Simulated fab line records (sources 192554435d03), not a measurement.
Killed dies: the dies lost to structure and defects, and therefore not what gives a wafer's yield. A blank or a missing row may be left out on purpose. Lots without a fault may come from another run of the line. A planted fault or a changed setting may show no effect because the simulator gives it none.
A lot that was struck, set against a sound lot :: flow n5_finfet :: 15 steps out of a route of 1938
Sound: the wafers L824.1, L824.4, L824.5. Struck: wafer L836.6. (L836.3, L836.5 of the same lot were not struck and are left out.) The cause comes at the end.
Per side, at each step with rows, come the tool, then ch with its chambers, and then its first start. Under that, the readings that differ: sound wafers :: struck wafers :: difference of the means :: sigmas: that difference in standard deviations of wafers without a fault.
alike: readings whose means differ by less than 2 such deviations, and words and numbers that are the same on both sides. not compared: withheld readings, readings that some wafer has no value for, bounds like >300 that may hide the same value, and numbers for which the record gives no deviation and whose values overlap.
Wherever a step has rows on one side only, a row that says differs or no value, or a row with sigmas, the two part there. When numbers do not overlap yet have no deviation, they are printed without sigmas and do not part them. A reading missing from all wafers of one side parts the sides only when that side holds two or more wafers.

first, 1 step without rows for these wafers: N5_BEOL_M1_DEVELOP_27 (develop time 30 s).
N5_BEOL_M1_CD_MEAS_28: target cd y 23.3 nm.
  sound on cd_sem-01 ch 0, day 7 10:26; struck on cd_sem-03 ch 0, day 10 11:38
  alike: cd_nm
N5_BEOL_M1_OVL_MEAS_29:
  sound on overlay-02 ch 0, day 7 10:28; struck on overlay-02 ch 0, day 10 11:41
  alike: V0_OVL
N5_BEOL_M1_INSPECT_30: inspects for defects (brightfield).
  struck on defect_inspect-02, day 10 11:43; sound on defect_inspect-01, day 7 10:31
  alike: raw_defect_count
N5_BEOL_M1_DESCUM_33: chemistry O2, time 7 s.
  sound on rie_diel-03 ch 0,1,3, day 7 10:33; struck on rie_diel-06 ch 0, day 10 11:46
  alike: chamber_pressure_mTorr, drypump_motor_current_A, oes_product_au, rf_vpp_V, showerhead_plenum_p_Torr, throttle_valve_pct
  not compared: rf_hours_counter_h
N5_BEOL_M1_ETCH_77: etches underlayer in N2/H2, target depth 6.5 nm, time 5.2 s.
  sound on rie_diel-03 ch 0,1,3, day 7 10:35; struck on rie_diel-06 ch 0, day 10 11:47
  alike: chamber_pressure_mTorr, drypump_motor_current_A, etch_rf_on_time_s, oes_product_au, rf_vpp_V, showerhead_plenum_p_Torr, throttle_valve_pct
  not compared: rf_hours_counter_h
N5_BEOL_M1_ETCH_69: etches SiARC in CF4, target depth 15.6 nm, time 26 s.
  sound on rie_diel-03 ch 0,1,3, day 7 10:36; struck on rie_diel-06 ch 0, day 10 11:49
  alike: chamber_pressure_mTorr, drypump_motor_current_A, etch_rf_on_time_s, oes_product_au, rf_vpp_V, showerhead_plenum_p_Torr, throttle_valve_pct
  not compared: rf_hours_counter_h
N5_BEOL_M1_ALD_98: deposits SiO2, target thk 2.5 nm, pulse time 1 s, co reactant pulse time 1 s.
  sound on ald_sin-03 ch 1,2,3, day 7 10:41; struck on ald_sin-01 ch 1, day 10 11:53
  alike: heater_power_w, precursor_pulse_height_rel
N5_BEOL_M1_ETCHBACK_99: etches SiO2 in CHF3, target depth 5 nm, time 10.4 s.
  sound on rie_diel-06 ch 0,2, day 7 15:36; struck on rie_diel-06 ch 3, day 10 18:42
reading: oes_product_au (a.u.)
sound: 0.70 0.73 0.73
struck: 0.88
difference: +0.16
sigmas: +2
  alike: chamber_pressure_mTorr, drypump_motor_current_A, oes_ar_750_au, rf_vpp_V, showerhead_plenum_p_Torr, throttle_valve_pct
  not compared: rf_hours_counter_h
then, 3 steps without rows for these wafers: N5_BEOL_M1_ETCH_70 (etches SOC in N2/H2, target depth 80 nm, overetch 16 nm, time 120 s); N5_BEOL_M1_STRIP_71 (strips in N2/H2); N5_BEOL_M1_STRIP_78 (strips in N2/H2).
N5_BEOL_M1_VIA_ETCH_34: etches the open film in C4F6/O2, target depth 67.8 nm, time 64.4 s.
  sound on rie_diel-06 ch 0,2, day 7 15:44; struck on rie_diel-06 ch 3, day 10 18:50
reading: oes_ar_750_au (a.u.)
sound: 0.69 0.75 0.75
struck: 0.88
difference: +0.15
sigmas: +2

reading: model.etch.depth_nm (nm)
sound: 66.11 67.46 66.8
struck: 54.27
difference: -12.52
sigmas: 

reading: model.SOC_of_BEOL_M1_COAT_67.thk_nm (nm)
sound: 52 51.8 51.8
struck: 53.4
difference: +1.5
sigmas: 
  alike: chamber_pressure_mTorr, drypump_motor_current_A, oes_product_au, rf_vpp_V, showerhead_plenum_p_Torr, throttle_valve_pct
  not compared: rf_hours_counter_h
then, 1 step without rows for these wafers: N5_BEOL_M1_STRIP_83 (strips in C4F6/O2).
N5_BEOL_M4_RC_MEAS_101:
  sound on prober-01 ch 0, day 9 04:02; struck on prober-02 ch 0, day 12 11:19
  alike: DIBL_N, DIBL_P, IOFF_N, IOFF_P, ION_N, ION_P, SS_N, SS_P, VT_N, VT_P

== WHERE THEY PART ==
Earliest at N5_BEOL_M1_ETCHBACK_99; latest, in this record, at N5_BEOL_M1_VIA_ETCH_34. Later steps at which nothing parts them and some readings are alike: N5_BEOL_M4_RC_MEAS_101.

WHY: the cause the simulator had injected
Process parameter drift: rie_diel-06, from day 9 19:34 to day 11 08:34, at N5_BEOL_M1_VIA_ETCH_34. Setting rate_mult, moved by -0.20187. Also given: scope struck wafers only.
